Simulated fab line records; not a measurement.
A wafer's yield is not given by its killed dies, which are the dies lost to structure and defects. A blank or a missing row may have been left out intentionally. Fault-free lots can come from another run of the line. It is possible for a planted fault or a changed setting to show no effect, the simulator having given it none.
fab line records	flow n5Finfet
record lots=11	wafers=33	lastDay=18
route steps=1938 shown HKMG_FIN@421 PASSIVATION@1936
lots with no fault: from the same line, run without faults
startH: hours from the record's opening day to when the first of the lot's shown wafers began	waitH: hours from the lot's prior step to this one	" unchanged from the row above	L1.1+2: one row covering several wafers at once	- no value, or no start was given	* or withheld: withheld	< > ~ a bound
route shown NAME@n: names a module that has steps shown in the file, with the first one's number in the route	usual: the fault-free wafers' mean and standard deviation	same: alike in all rows	chamber/n: place in a boat	sites: readings site by site	_std_site: their standard deviation	_edge_site: mean of outer sites minus mean of inner sites	radiusMm: how far each site lies from the wafer's centre	mask NAME#n: copy n	behind: the last tool/chamber to shape the wafer	hold: what put the lot on hold/how long, in hours/how the hold closed	device: the n, p or np transistor that did not switch	end of line: tests run on the same wafers once the route is complete	a step given without rows: its recipe and nothing more	killed: dies lost to structure and defects at the first sort, not the wafer's yield	map: dies across one wafer; x = killed, . = not, _ = none there
set.NAME: setting as actually run; set.NAME@STEP: the setting as run at that earlier step	model.NAME: the simulator's own value behind a step, which no gauge read
one table for each step of the route and one row for each wafer, over a sample of lots
services: when a tool's chamber went out of use (startH, in hours from the record's first day, below 0 if earlier), for how many hours, and the reason
## steps
# step N5_HKMG_FIN_PWFM_ALD_03
# recipe material=TiN	targetThkA=20	tempC=400	aldPrecursorFamily=TiCl4	aldCoReactant=NH3	pulseTimeS=1	purgeTimeS=3	coReactantPurgeTimeS=2	coReactantPulseTimeS=2	aldCycles=91	pressureTorr=3
# usual heaterPowerW=839/73	precursorPulseHeightRel=0.999/0.019
# same aldCycles=91
lot.wafer	tool	chamber	startH	waitH	heaterPowerW	precursorPulseHeightRel
L464.3	aldMetal-04	0	73.49	0.0	955	0.991
L464.4	"	1	"	"	964	1.013
L464.5	"	3	"	"	712	1.026
L465.2	aldMetal-04	0	83.52	0.1	936	1.025
L465.5	"	2	"	"	720	1.010
L465.6	"	3	"	"	730	0.990
L466.1	aldMetal-02	2	95.68	0.0	866	0.970
L466.4	"	3	"	"	880	0.967
L466.6	"	0	"	"	815	1.010
L469.3	aldMetal-04	2	108.20	0.0	735	1.019
L469.4	"	0	"	"	946	1.014
L469.6	"	1	"	"	974	1.030
L474.1	aldMetal-01	2	137.62	0.0	895	0.967
L474.3	"	0	"	"	772	1.000
L474.4	"	1	"	"	931	1.001
L475.1	aldMetal-01	3	142.90	0.0	806	0.996
L475.4	"	0	"	"	775	0.993
L475.6	"	2	"	"	898	0.989
L477.1	aldMetal-04	2	158.20	0.0	735	0.985
L477.4	"	1	"	"	932	0.984
L477.5	"	2	"	"	706	0.994
L482.2	aldMetal-01	1	185.25	0.0	926	1.002
L482.3	"	3	"	"	781	0.992
L482.4	"	2	"	"	854	1.024
L484.2	aldMetal-04	0	193.40	0.0	923	0.985
L484.3	"	1	"	"	932	0.997
L484.5	"	3	"	"	751	0.993
L485.1	aldMetal-02	2	201.73	0.0	880	0.972
L485.3	"	1	"	"	878	0.992
L485.4	"	1	"	"	861	0.986
L486.1	aldMetal-04	3	212.80	0.0	736	0.974
L486.3	"	0	"	"	923	0.995
L486.5	"	3	"	"	739	0.990
# step N5_HKMG_FIN_DESCUM_17
# recipe chemistry=O2	timeS=7.9	sourcePowerW=50	biasPowerW=20	pressureMtorr=20	rfFrequencyHz=2.712e+07	tempC=40	resist=CAR-ArF	o2FlowSccm=225
# usual drypumpMotorCurrentA=5.6/0.41	oesProductAu=0.77/0.075	rfVppV=243.2/1.4	showerheadPlenumPTorr=2.10/0.063	throttleValvePct=20.38/0.21
lot.wafer	tool	chamber	startH	waitH	drypumpMotorCurrentA	oesProductAu	rfHoursCounterH	rfVppV	showerheadPlenumPTorr	throttleValvePct
L464.3	rieDiel-02	2	74.73	0.5	5.2	0.73	191	243.4	2.18	20.77
L464.4	"	1	"	"	6.2	0.74	180	243.6	2.16	20.25
L464.5	"	3	"	"	5.6	0.76	-	243.2	2.10	20.35
L465.2	rieDiel-02	1	84.32	0.0	6.2	0.75	182	244.0	2.16	20.24
L465.5	"	3	"	"	5.6	0.76	-	243.1	2.10	20.35
L465.6	"	2	"	"	5.2	0.72	-	246.3	2.18	20.79
L466.1	rieDiel-03	3	96.60	0.2	5.7	0.71	228	242.5	1.98	20.62
L466.4	"	0	"	"	5.6	0.74	160	241.8	2.08	20.19
L466.6	"	1	"	"	5.3	0.89	-	243.1	2.14	20.15
L469.3	rieDiel-03	2	109.08	0.1	5.4	0.83	71	243.9	2.11	20.15
L469.4	"	1	"	"	5.3	0.87	42	244.0	2.13	20.16
L469.6	"	1	"	"	5.3	0.88	-	245.3	2.13	20.15
L474.1	rieDiel-02	0	138.81	0.4	5.3	0.72	191	241.1	2.01	20.39
L474.3	"	3	"	"	5.6	0.74	161	243.2	2.09	20.37
L474.4	"	1	"	"	6.2	0.73	203	243.2	2.15	20.28
L475.1	rieDiel-03	1	143.83	0.0	5.3	0.86	57	243.4	2.13	20.17
L475.4	"	0	"	"	5.6	0.73	177	242.8	2.07	20.21
L475.6	"	1	"	"	5.3	0.86	-	243.4	2.13	20.18
L477.1	rieDiel-03	0	159.45	0.5	5.6	0.74	184	243.2	2.07	20.23
L477.4	"	0	"	"	5.6	0.73	-	243.5	2.07	20.22
L477.5	"	1	"	"	5.3	0.85	-	244.0	2.13	20.20
L482.2	rieDiel-02	1	186.05	0.0	6.3	0.71	216	245.1	2.14	20.29
L482.3	"	3	"	"	5.6	0.74	175	242.9	2.08	20.38
L482.4	"	0	"	"	5.3	0.72	204	240.4	2.00	20.41
L484.2	rieDiel-02	0	194.75	0.5	5.3	0.72	207	241.9	2.00	20.43
L484.3	"	3	"	"	5.6	0.73	178	242.3	2.08	20.40
L484.5	"	2	"	"	5.2	0.70	-	244.4	2.17	20.82
L485.1	rieDiel-04	0	202.66	0.0	6.7	0.94	9	243.5	2.24	20.44
L485.3	"	1	"	"	6.3	1.00	1	241.9	2.06	20.13
L485.4	"	2	"	"	5.6	0.70	238	241.0	1.97	20.58
L486.1	rieDiel-02	2	213.73	0.0	5.2	0.70	240	244.2	2.16	20.84
L486.3	"	3	"	"	5.7	0.73	185	243.3	2.08	20.40
L486.5	"	0	"	"	5.3	0.72	-	241.8	2.00	20.43
# step N5_HKMG_FIN_ETCH_35
# recipe chemistry=N2/H2	target=SOC	targetDepthA=2158	ionEnergyEv=65	biasW=5	sourceW=3000	timeS=243.4	pressureMtorr=30	n2FlowSccm=200	h2FlowSccm=200
# usual drypumpMotorCurrentA=5.6/0.41	oesProductAu=0.77/0.075	rfVppV=141.6/1.1	runLengthS=266.7/0.47	showerheadPlenumPTorr=2.55/0.083	throttleValvePct=17.82/0.27
lot.wafer	tool	chamber	startH	waitH	drypumpMotorCurrentA	oesProductAu	rfHoursCounterH	rfVppV	runLengthS	showerheadPlenumPTorr	throttleValvePct
L464.3	rieDiel-02	2	75.03	0.0	5.2	0.73	192	142.1	267.1	2.66	18.31
L464.4	"	1	"	"	6.3	0.73	180	141.7	266.1	2.64	17.86
L464.5	"	3	"	"	5.6	0.78	-	141.5	266.5	2.55	17.79
L465.2	rieDiel-02	1	84.62	0.0	6.3	0.73	182	142.5	266.5	2.64	17.83
L465.5	"	3	"	"	5.6	0.78	-	142.9	266.5	2.54	17.79
L465.6	"	2	"	"	5.2	0.72	-	142.9	267.0	2.65	18.34
L466.1	rieDiel-03	3	96.91	0.0	5.7	0.71	228	140.3	266.9	2.39	17.98
L466.4	"	0	"	"	5.6	0.77	160	141.5	265.9	2.55	17.91
L466.6	"	1	"	"	5.3	0.89	-	142.6	266.8	2.60	17.49
L469.3	rieDiel-03	2	109.38	0.0	5.4	0.84	71	142.4	266.4	2.56	17.50
L469.4	"	1	"	"	5.3	0.88	42	141.8	267.1	2.60	17.51
L469.6	"	1	"	"	5.3	0.87	-	141.5	267.2	2.60	17.50
L474.1	rieDiel-02	0	139.12	0.0	5.3	0.71	191	141.1	266.8	2.40	17.58
L474.3	"	3	"	"	5.6	0.77	161	141.5	266.1	2.53	17.84
L474.4	"	1	"	"	6.3	0.71	203	142.1	266.8	2.63	17.90
L475.1	rieDiel-03	1	144.13	0.0	5.3	0.84	57	143.0	266.8	2.59	17.52
L475.4	"	0	"	"	5.6	0.74	178	140.6	176.4	2.54	17.92
L475.6	"	1	"	"	5.3	0.84	-	142.2	267.0	2.59	17.52
L477.1	rieDiel-03	0	159.75	0.0	5.6	0.76	185	141.1	176.2	2.54	17.93
L477.4	"	0	"	"	5.7	0.75	-	140.4	176.2	2.54	17.94
L477.5	"	1	"	"	5.3	0.84	-	143.2	267.0	2.59	17.56
L482.2	rieDiel-02	1	186.35	0.0	6.2	0.71	216	142.5	266.5	2.63	17.91
L482.3	"	3	"	"	5.6	0.76	175	143.0	266.1	2.53	17.87
L482.4	"	0	"	"	5.3	0.71	204	140.1	266.5	2.40	17.60
L484.2	rieDiel-02	0	195.05	0.0	5.3	0.70	207	140.6	266.5	2.40	17.60
L484.3	"	3	"	"	5.6	0.75	178	140.0	266.4	2.53	17.85
L484.5	"	2	"	"	5.2	0.70	-	141.9	267.3	2.64	18.40
L485.1	rieDiel-04	0	202.96	0.0	6.7	0.91	9	142.6	267.1	2.73	17.85
L485.3	"	1	"	"	6.3	1.01	1	142.1	267.3	2.50	17.37
L485.4	"	2	"	"	5.6	0.68	239	140.3	267.3	2.41	18.03
L486.1	rieDiel-02	2	214.03	0.0	5.2	0.69	240	141.4	267.3	2.63	18.39
L486.3	"	3	"	"	5.7	0.74	185	141.5	266.5	2.53	17.88
L486.5	"	0	"	"	5.3	0.70	-	141.0	266.9	2.39	17.60
# step N5_HKMG_FIN_NWFM_ALD_20
# recipe material=TiAlC	targetThkA=20	tempC=300	aldPrecursorFamily=TiCl4	aldCoReactant=TEA	pulseTimeS=3	purgeTimeS=2	coReactantPurgeTimeS=2	coReactantPulseTimeS=10	aldCycles=7	pressureTorr=3
# usual heaterPowerW=473/42	precursorPulseHeightRel=0.998/0.02
# same aldCycles=7
lot.wafer	tool	chamber	startH	waitH	heaterPowerW	precursorPulseHeightRel
L464.3	aldMetal-01	0	76.69	0.1	430	1.027
L464.4	"	3	"	"	436	0.978
L464.5	"	2	"	"	491	0.988
L465.2	aldMetal-04	0	86.29	0.3	529	1.010
L465.5	"	0	"	"	520	0.991
L465.6	"	3	"	"	400	1.016
L466.1	aldMetal-04	0	98.57	0.3	518	1.022
L466.4	"	1	"	"	531	1.009
L466.6	"	3	"	"	414	0.994
L469.3	aldMetal-02	3	111.16	0.1	470	0.987
L469.4	"	2	"	"	487	0.984
L469.6	"	1	"	"	484	1.024
L474.1	aldMetal-04	0	140.92	0.3	523	0.948
L474.3	"	3	"	"	398	0.989
L474.4	"	2	"	"	401	0.971
L475.1	aldMetal-02	2	145.78	0.3	480	0.976
L475.4	"	0	"	"	467	0.989
L475.6	"	2	"	"	492	1.017
L477.1	aldMetal-01	2	161.48	0.3	483	0.987
L477.4	"	0	"	"	433	0.968
L477.5	"	1	"	"	523	1.005
L482.2	aldMetal-04	1	188.00	0.3	534	1.023
L482.3	"	3	"	"	403	1.019
L482.4	"	2	"	"	407	1.005
L484.2	aldMetal-02	0	196.73	0.3	458	1.007
L484.3	"	1	"	"	492	0.987
L484.5	"	1	"	"	491	1.024
L485.1	aldMetal-01	3	204.61	0.3	453	0.961
L485.3	"	0	"	"	431	1.005
L485.4	"	2	"	"	483	1.008
L486.1	aldMetal-01	3	215.71	0.3	443	1.032
L486.3	"	2	"	"	487	1.005
L486.5	"	1	"	"	510	1.007
# step N5_PASSIVATION_PROBE_49
# usual killed_at_M0_to_M3=37/12	killed_at_M4_up=14/5.3	killedAtContacts=12/6.2	killedAtFrontEnd=41/11	killedAtOther=3.7/2.9	killedDies=107/17	killedOpen=71/12	killedShort=34/7.9
# same grossDies=1180	killedAtBackSide=0
lot.wafer	tool	chamber	startH	waitH	killed_at_M0_to_M3	killed_at_M4_up	killedAtContacts	killedAtFrontEnd	killedAtOther	killedDies	killedOpen	killedShort
L464.3	prober-02	-	272.65	0.1	36	10	29	42	2	119	82	36
L464.4	prober-02	-	272.70	0.2	41	13	10	31	0	95	50	41
L464.5	prober-02	-	272.75	0.2	26	8	30	35	2	101	74	26
L465.2	prober-02	-	277.60	0.1	41	3	15	32	7	98	66	30
L465.5	prober-02	-	277.75	0.2	42	13	4	43	1	103	66	33
L465.6	prober-02	-	277.80	0.3	43	7	17	33	5	105	68	34
L466.1	prober-01	-	286.07	0.0	39	10	17	36	1	103	73	29
L466.4	prober-01	-	286.22	0.2	39	12	11	27	5	94	62	32
L466.6	prober-01	-	286.32	0.3	34	9	21	17	8	89	59	27
L469.3	prober-01	-	313.30	0.1	44	10	10	65	4	133	84	45
L469.4	prober-01	-	313.35	0.2	20	12	15	35	1	83	49	30
L469.6	prober-01	-	313.45	0.3	29	6	16	38	1	90	55	33
L474.1	prober-02	-	341.82	0.0	51	13	12	52	4	132	91	38
L474.3	prober-02	-	341.92	0.1	32	21	19	30	2	104	69	32
L474.4	prober-02	-	341.97	0.2	34	14	11	43	8	110	69	40
L475.1	prober-02	-	352.81	0.0	52	5	25	49	5	136	82	49
L475.4	prober-02	-	352.96	0.2	43	17	17	32	2	111	73	37
L475.6	prober-02	-	353.06	0.3	29	17	7	29	5	87	59	25
L477.1	prober-01	-	369.45	0.4	18	18	9	68	6	119	78	36
L477.4	prober-01	-	369.60	0.6	29	12	3	39	8	91	63	26
L477.5	prober-01	-	369.65	0.6	26	20	4	28	2	80	60	16
L482.2	prober-01	-	389.44	0.1	35	3	17	34	7	96	61	34
L482.3	prober-01	-	389.49	0.1	36	6	16	24	10	92	58	34
L482.4	prober-01	-	389.54	0.2	34	18	26	53	1	132	102	30
L485.1	prober-01	-	403.41	0.0	34	13	6	62	1	116	72	41
L485.3	prober-01	-	403.51	0.1	43	16	16	23	4	102	63	38
L485.4	prober-01	-	403.56	0.2	52	10	13	39	1	115	72	42
L484.2	prober-02	-	409.57	0.1	27	14	3	42	2	88	57	30
L484.3	prober-02	-	409.62	0.1	23	9	10	51	15	108	76	31
L484.5	prober-02	-	409.72	0.2	28	18	9	39	7	101	64	35
L486.1	prober-02	-	419.72	0.0	45	9	11	54	4	123	79	37
L486.3	prober-02	-	419.82	0.1	29	10	9	38	2	88	59	29
L486.5	prober-02	-	419.92	0.2	26	7	9	40	8	90	60	24
# killed by level:class
L464.3 MOL_CONTACT_COAG:geometricParticle:open=21 STI_FIN_REVEAL:geometricParticle:open=11 BEOL_M0_SAQP:geometricParticle:open=11 MOL_CONTACT_COAG:geometricParticle:short=8 DUMMY_GATE:geometricParticle:open=6 BEOL_M0_SAQP:geometricParticle:short=6 BEOL_M1:geometricParticle:open=6 BEOL_M2:geometricParticle:open=6
L464.4 BEOL_M0_SAQP:geometricParticle:short=18 BEOL_M0_SAQP:geometricParticle:open=8 STI_FIN_REVEAL:geometricParticle:open=6 DUMMY_GATE:geometricParticle:open=6 MOL_CONTACT_COAG:geometricParticle:open=6 GATE_CUT:geometricParticle:short=5 MOL_CONTACT_COAG:geometricParticle:short=4 BEOL_M2:geometricParticle:open=4
L464.5 MOL_CONTACT_COAG:geometricParticle:open=25 STI_FIN_REVEAL:geometricParticle:open=13 BEOL_M0_SAQP:geometricParticle:short=6 FIN_SAQP:geometricParticle:open=5 MOL_CONTACT_COAG:geometricParticle:short=5 BEOL_M0_SAQP:geometricParticle:open=5 BEOL_M1:geometricParticle:open=4 BEOL_M2:geometricParticle:open=4
L465.2 MOL_CONTACT_COAG:geometricParticle:open=14 FIN_SAQP:geometricParticle:open=9 BEOL_M0_SAQP:geometricParticle:short=9 BEOL_M0_SAQP:geometricParticle:open=8 BEOL_M3:geometricParticle:open=7 DUMMY_GATE:geometricParticle:open=5 BEOL_M2:geometricParticle:open=5 FIN_SAQP:geometricParticle:short=4
L465.5 BEOL_M0_SAQP:geometricParticle:short=14 DUMMY_GATE:geometricParticle:open=8 BEOL_M0_SAQP:geometricParticle:open=8 BEOL_M1:geometricParticle:open=6 BEOL_M4:geometricParticle:open=6 STI_FIN_REVEAL:geometricParticle:open=5 GATE_CUT:geometricParticle:short=4 BEOL_M0:geometricParticle:open=4
L465.6 MOL_CONTACT_COAG:geometricParticle:open=9 BEOL_M1:geometricParticle:open=9 BEOL_M0_SAQP:geometricParticle:open=8 BEOL_M2:geometricParticle:open=8 MOL_CONTACT_COAG:geometricParticle:short=7 FIN_SAQP:geometricParticle:open=6 FIN_SAQP:geometricParticle:short=5 BEOL_M0_SAQP:geometricParticle:short=5
L466.1 MOL_CONTACT_COAG:geometricParticle:open=16 FIN_SAQP:geometricParticle:short=13 FIN_SAQP:geometricParticle:open=7 BEOL_M2:geometricParticle:open=7 BEOL_M3:geometricParticle:open=7 BEOL_M4:geometricParticle:open=7 BEOL_M0:geometricParticle:open=6 BEOL_M1:geometricParticle:open=5
L466.4 BEOL_M2:geometricParticle:open=13 FIN_SAQP:geometricParticle:open=7 MOL_CONTACT_COAG:geometricParticle:open=7 BEOL_M4:geometricParticle:open=7 FIN_SAQP:geometricParticle:short=5 STI_FIN_REVEAL:geometricParticle:open=5 BEOL_M0:geometricParticle:short=5 MOL_CONTACT_COAG:geometricParticle:short=4
L466.6 MOL_CONTACT_COAG:geometricParticle:open=14 BEOL_M1:geometricParticle:open=8 BEOL_M0_SAQP:geometricParticle:open=7 MOL_CONTACT_COAG:geometricParticle:short=6 BEOL_M3:geometricParticle:open=6 BEOL_M5:geometricParticle:open=5 PASS1_CAP:geometricParticle:short=5 FIN_SAQP:geometricParticle:short=4
L469.3 STI_FIN_REVEAL:geometricParticle:open=26 BEOL_M0_SAQP:geometricParticle:short=10 MOL_CONTACT_COAG:geometricParticle:open=9 BEOL_M0_SAQP:geometricParticle:open=8 BEOL_M1:geometricParticle:open=8 FIN_SAQP:geometricParticle:open=5 STI_FIN_REVEAL:geometricParticle:short=5 DUMMY_GATE:geometricParticle:open=5
L469.4 MOL_CONTACT_COAG:geometricParticle:open=11 STI_FIN_REVEAL:geometricParticle:open=7 BEOL_M0_SAQP:geometricParticle:short=7 BEOL_M0_SAQP:geometricParticle:open=6 DUMMY_GATE:geometricParticle:open=5 BEOL_M5:geometricParticle:open=5 MOL_CONTACT_COAG:geometricParticle:short=4 HKMG_FIN:areaEtch=4
L469.6 MOL_CONTACT_COAG:geometricParticle:open=13 BEOL_M1:geometricParticle:open=13 STI_FIN_REVEAL:geometricParticle:open=10 GATE_CUT:geometricParticle:short=6 BEOL_M0_SAQP:geometricParticle:short=5 BEOL_M1:geometricParticle:short=5 BEOL_M0_SAQP:geometricParticle:open=4 STARTING-WAFER:geometricParticle:open=4
L474.1 BEOL_M3:geometricParticle:open=12 MOL_CONTACT_COAG:geometricParticle:open=11 FIN_SAQP:geometricParticle:open=10 FIN_SAQP:geometricParticle:short=10 BEOL_M0_SAQP:geometricParticle:open=10 GATE_CUT:geometricParticle:short=9 BEOL_M0_SAQP:geometricParticle:short=9 BEOL_M1:geometricParticle:open=9
L474.3 MOL_CONTACT_COAG:geometricParticle:open=13 STI_FIN_REVEAL:geometricParticle:open=9 BEOL_M4:geometricParticle:open=9 BEOL_M3:geometricParticle:open=7 FIN_SAQP:geometricParticle:short=5 MOL_CONTACT_COAG:geometricParticle:short=5 BEOL_M1:geometricParticle:open=5 BEOL_M2:geometricParticle:short=5
L474.4 BEOL_M0_SAQP:geometricParticle:open=12 BEOL_M0_SAQP:geometricParticle:short=11 GATE_CUT:geometricParticle:open=10 DUMMY_GATE:geometricParticle:open=8 MOL_CONTACT_COAG:geometricParticle:open=8 STI_FIN_REVEAL:geometricParticle:open=6 FIN_SAQP:geometricParticle:short=5 GATE_CUT:geometricParticle:short=4
L475.1 MOL_CONTACT_COAG:geometricParticle:open=20 FIN_SAQP:geometricParticle:short=13 BEOL_M0_SAQP:geometricParticle:open=13 BEOL_M0_SAQP:geometricParticle:short=11 BEOL_M3:geometricParticle:open=11 BEOL_M2:geometricParticle:open=10 GATE_CUT:geometricParticle:short=9 FIN_SAQP:geometricParticle:open=6
L475.4 MOL_CONTACT_COAG:geometricParticle:open=14 BEOL_M0_SAQP:geometricParticle:short=13 BEOL_M2:geometricParticle:open=8 BEOL_M3:geometricParticle:open=8 FIN_SAQP:geometricParticle:open=7 BEOL_M0_SAQP:geometricParticle:open=7 BEOL_M4:geometricParticle:open=6 STARTING-WAFER:geometricParticle:short=5
L475.6 BEOL_M0_SAQP:geometricParticle:open=8 FIN_SAQP:geometricParticle:open=6 BEOL_M0_SAQP:geometricParticle:short=6 BEOL_M2:geometricParticle:open=5 DUMMY_GATE:geometricParticle:open=4 MOL_CONTACT_COAG:geometricParticle:open=4 BEOL_M4:geometricParticle:open=4 BEOL_M5:geometricParticle:open=4
L477.1 STI_FIN_REVEAL:geometricParticle:open=14 FIN_SAQP:geometricParticle:short=13 FIN_SAQP:geometricParticle:open=8 DUMMY_GATE:geometricParticle:open=8 STARTING-WAFER:geometricParticle:open=8 BEOL_M4:geometricParticle:open=5 MOL_CONTACT_COAG:geometricParticle:open=5 BEOL_M1:geometricParticle:open=5
L477.4 BEOL_M2:geometricParticle:open=16 FIN_SAQP:geometricParticle:open=11 STI_FIN_REVEAL:geometricParticle:open=6 ILD0:geometricParticle:open=6 BEOL_M4:geometricParticle:open=6 BEOL_M1:geometricParticle:open=5 FIN_SAQP:geometricParticle:short=4 BEOL_M0_SAQP:geometricParticle:short=4
L477.5 BEOL_M4:geometricParticle:open=12 FIN_SAQP:geometricParticle:open=9 STI_FIN_REVEAL:geometricParticle:open=7 BEOL_M2:geometricParticle:open=7 BEOL_M3:geometricParticle:open=5 MOL_CONTACT_COAG:geometricParticle:open=4 BEOL_M0_SAQP:geometricParticle:open=3 BEOL_M1:geometricParticle:open=3
L482.2 STI_FIN_REVEAL:geometricParticle:open=14 MOL_CONTACT_COAG:geometricParticle:short=9 MOL_CONTACT_COAG:geometricParticle:open=8 BEOL_M0_SAQP:geometricParticle:short=7 BEOL_M3:geometricParticle:open=7 BEOL_M0_SAQP:geometricParticle:open=6 FIN_SAQP:geometricParticle:short=5 PASS1_CAP:geometricParticle:open=5
L482.3 MOL_CONTACT_COAG:geometricParticle:open=13 BEOL_M0_SAQP:geometricParticle:short=12 FIN_SAQP:geometricParticle:open=7 BEOL_M0_SAQP:geometricParticle:open=6 STI_FIN_REVEAL:geometricParticle:open=5 BEOL_M1:geometricParticle:short=5 PASS1_CAP:geometricParticle:open=5 BEOL_M2:geometricParticle:open=4
L482.4 STI_FIN_REVEAL:geometricParticle:open=26 MOL_CONTACT_COAG:geometricParticle:open=20 BEOL_M1:geometricParticle:open=11 FIN_SAQP:geometricParticle:open=8 BEOL_M4:geometricParticle:open=8 MOL_CONTACT_COAG:geometricParticle:short=6 DUMMY_GATE:geometricParticle:open=6 BEOL_M0_SAQP:geometricParticle:short=6
L485.1 FIN_SAQP:geometricParticle:open=22 FIN_SAQP:geometricParticle:short=12 GATE_CUT:geometricParticle:short=9 BEOL_M0_SAQP:geometricParticle:open=7 BEOL_M1:geometricParticle:open=7 BEOL_M3:geometricParticle:short=6 BEOL_M4:geometricParticle:open=6 BEOL_M2:geometricParticle:open=5
L485.3 MOL_CONTACT_COAG:geometricParticle:open=12 BEOL_M4:geometricParticle:open=9 BEOL_M1:geometricParticle:open=8 BEOL_M0_SAQP:geometricParticle:short=8 BEOL_M2:geometricParticle:open=7 BEOL_M0_SAQP:geometricParticle:open=6 BEOL_M3:geometricParticle:short=6 FIN_SAQP:geometricParticle:short=5
L485.4 BEOL_M0_SAQP:geometricParticle:open=16 BEOL_M1:geometricParticle:open=12 FIN_SAQP:geometricParticle:open=11 MOL_CONTACT_COAG:geometricParticle:open=11 BEOL_M3:geometricParticle:short=8 BEOL_M0_SAQP:geometricParticle:short=7 FIN_SAQP:geometricParticle:short=6 BEOL_M1:geometricParticle:short=6
L484.2 FIN_SAQP:geometricParticle:open=11 FIN_SAQP:geometricParticle:short=9 DUMMY_GATE:geometricParticle:open=9 BEOL_M0_SAQP:geometricParticle:short=7 BEOL_M0_SAQP:geometricParticle:open=5 BEOL_M2:geometricParticle:short=4 BEOL_M3:geometricParticle:open=4 BEOL_M4:geometricParticle:open=4
L484.3 STI_FIN_REVEAL:geometricParticle:open=16 FIN_SAQP:geometricParticle:open=14 FIN_SAQP:geometricParticle:short=9 BEOL_M2:geometricParticle:open=9 MOL_CONTACT_COAG:geometricParticle:open=8 PASS1_CAP:geometricParticle:open=5 BEOL_M5:geometricParticle:open=4 BEOL_M1:geometricParticle:open=3
L484.5 FIN_SAQP:geometricParticle:open=10 MOL_CONTACT_COAG:geometricParticle:open=9 BEOL_M0_SAQP:geometricParticle:open=7 BEOL_M3:geometricParticle:open=7 BEOL_M2:geometricParticle:short=6 BEOL_M4:geometricParticle:open=6 FIN_SAQP:geometricParticle:short=5 STI_FIN_REVEAL:geometricParticle:open=5
L486.1 BEOL_M1:geometricParticle:open=16 STI_FIN_REVEAL:geometricParticle:open=10 MOL_CONTACT_COAG:geometricParticle:open=10 GATE_CUT:geometricParticle:short=8 BEOL_M3:geometricParticle:open=8 FIN_SAQP:geometricParticle:short=7 FIN_SAQP:geometricParticle:open=6 DUMMY_GATE:geometricParticle:open=6
L486.3 BEOL_M1:geometricParticle:open=15 GATE_CUT:geometricParticle:short=10 BEOL_M5:geometricParticle:open=9 MOL_CONTACT_COAG:geometricParticle:open=8 STARTING-WAFER:geometricParticle:open=6 STI_FIN_REVEAL:geometricParticle:open=5 FIN_SAQP:geometricParticle:short=4 STI_FIN_REVEAL:geometricParticle:short=4
L486.5 BEOL_M1:geometricParticle:open=11 STI_FIN_REVEAL:geometricParticle:open=9 DUMMY_GATE:geometricParticle:open=5 MOL_CONTACT_COAG:geometricParticle:open=5 HKMG_FIN:areaEtch=5 GATE_CUT:geometricParticle:short=4 MOL_CONTACT_COAG:geometricParticle:short=4 BEOL_M2:geometricParticle:open=4
## services
tool	chamber	startH	hours	kind
rieDiel-04	3	64.18	-	clean
rieDiel-04	3	64.18	-	consumableReplace:focusRing
rieDiel-04	3	64.18	21.7	scheduledDown
rieDiel-04	3	64.18	21.7	ventCycle
rieDiel-03	0	64.56	13.4	repair
rieDiel-02	0	79.64	8.6	repair
rieDiel-02	1	79.64	3.7	repair
aldMetal-04	-	118.44	2.8	pm
aldMetal-01	3	119.98	5.4	repair
aldMetal-02	3	130.22	107.3	repair
rieDiel-02	-	145.40	4.3	pm
rieDiel-03	3	158.12	-	clean
rieDiel-03	3	158.12	-	consumableReplace:focusRing
rieDiel-03	3	158.12	-	consumableReplace:showerhead
rieDiel-03	3	158.12	16.4	scheduledDown
rieDiel-03	3	158.12	16.4	ventCycle
rieDiel-02	-	163.03	3.2	repair
rieDiel-04	0	165.28	-	clean
rieDiel-04	0	165.28	-	consumableReplace:focusRing
rieDiel-04	0	165.28	-	consumableReplace:showerhead
rieDiel-04	0	165.28	18.7	scheduledDown
rieDiel-04	0	165.28	18.7	ventCycle
rieDiel-04	1	184.08	-	clean
rieDiel-03	3	189.80	9.6	repair
## key
firstSign step=N5_HKMG_FIN_ETCH_35	reading=runLengthS	direction=down	sigmas=99+	usual=*	struck=*
effect none on later readings
metAt N5_HKMG_FIN_ETCH_35
struckLots L475,L477
struckWafers L475.4,L477.1,L477.4
testerLeftOut L475,L477
notActingAt N5_HKMG_FIN_PWFM_ALD_03,N5_HKMG_FIN_DESCUM_17,N5_HKMG_FIN_NWFM_ALD_20
onsetBetween 96.91 144.13
fault kind=processParameterDrift	tool=rieDiel-03	chamber=0	onsetH=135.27	steps=N5_HKMG_FIN_ETCH_35	channel=timeS	offset=*	shape=step	endH=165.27	actsIn=*	stated=*
# testerLeftOut: of these lots the tester's yield and bins aren't shown, on N5 and GAA mostly nor the transistor test; their killed dies are dies lost to structure and defects alone, not to doping, threshold or leakage, so they don't give the yield
